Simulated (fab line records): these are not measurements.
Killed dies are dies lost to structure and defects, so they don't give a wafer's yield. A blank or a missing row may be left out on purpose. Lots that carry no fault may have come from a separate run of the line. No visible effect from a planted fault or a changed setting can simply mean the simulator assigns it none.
A lot that was struck, set against a sound lot / flow nand-harc / 13 steps out of a route of 1159
Sound: the wafers L118.3, L118.5, L118.6. Wafers L113.2, L113.3, L113.6 were the ones struck. At the end, the cause is stated.
At each step with rows: each side's tool, then ch and its chambers, then its first start. Under that, the readings that differ: sound wafers / struck wafers / difference of the means / sigmas: that difference in standard deviations of wafers without a fault.
alike: readings whose means differ by less than 2 such deviations, and words and numbers that are the same on both sides. not compared: withheld readings, readings that some wafer has no value for, bounds like >300 that may hide the same value, and numbers for which the record gives no deviation and whose values overlap.
The two part at a step that has a row with sigmas, a row that says differs or no value, or rows on one side only. Non-overlapping numbers with no deviation appear without sigmas and do not part them. A reading missing from all wafers of one side parts the sides only when that side holds two or more wafers.

first, 1 step without rows for these wafers: NHARC_P_M1_PRE_CLEAN_30 (time 30 s).
NHARC_P_M1_PVD_20: deposits TaN, target thk 5 nm, time 8.06 s.
  sound on pvd-sputter-01; struck on pvd-sputter-01
  alike: throttle-valve-pct
then, 2 steps without rows for these wafers: NHARC_P_M1_PVD_21 (deposits Cu, target thk 30 nm, time 20.49 s); NHARC_P_M1_ECD_22 (material Cu, target thk 400 nm).
NHARC_P_M1_ANNEAL_31: time 90 s.
  sound on rtp-anneal-02 ch 0, day 10 21:57; struck on rtp-anneal-01 ch 0, day 10 04:10
reading=wafer_temp_C_max; sound=225.50 225.81 225.53; struck=226.23 226.40 226.34; difference=+0.71; sigmas=+3
  alike: anneal-temp-c
NHARC_P_M1_CMP_23: polishes, t overpolish 20 s, target thk 157.82 nm.
  sound on cmp-04 ch 2,3, day 10 22:14; struck on cmp-02 ch 0,1,3, day 10 04:28
  alike: motor-current-A, time-to-endpoint-s
NHARC_P_M1_THK_MEAS_24: measures by xrf.
  struck on film-metro-01, day 10 04:46; sound on film-metro-02, day 10 22:32
  alike: thk-nm
following that, these wafers have no rows for 1 step: NHARC_P_M1_SRD_25.
NHARC_P_M1_INSPECT_27:
  struck on defect-inspect-02, day 10 04:56; sound on defect-inspect-02, day 10 22:42
  alike: raw-defect-count
NHARC_P_M1_PRE_CLEAN_32: time 12 s.
  sound on pecvd-03 ch 0,2, day 10 22:46; struck on pecvd-03 ch 0,1,2, day 10 04:59
  alike: heater-power-w
NHARC_P_M1_DEP_33: deposits SiCN, target thk 30 nm.
  sound on pecvd-03 ch 0,2, day 10 22:50; struck on pecvd-03 ch 0,1,2, day 10 05:04
  alike: chamber-pressure-Torr, heater-power-outer-w, heater-power-w
NHARC_P_M2_DEP_00: deposits SiOC, target thk 182.5 nm.
  sound on pecvd-04 ch 0,1, day 10 23:18; struck on pecvd-04 ch 0,2, day 10 05:29
  no value came back on the struck wafers for chamber-pressure-Torr (Torr), rf-fwd-power-W (W); on the sound wafers chamber-pressure-Torr (Torr) reads 4.973 4.988 5.008
then, 1 step without rows for these wafers: NHARC_P_M2_DEHYDRATE_01 (time 120 s).

== WHERE THEY PART ==
Earliest at NHARC_P_M1_ANNEAL_31; latest, in this record, at NHARC_P_M2_DEP_00.

WHY: whatever the simulator had introduced
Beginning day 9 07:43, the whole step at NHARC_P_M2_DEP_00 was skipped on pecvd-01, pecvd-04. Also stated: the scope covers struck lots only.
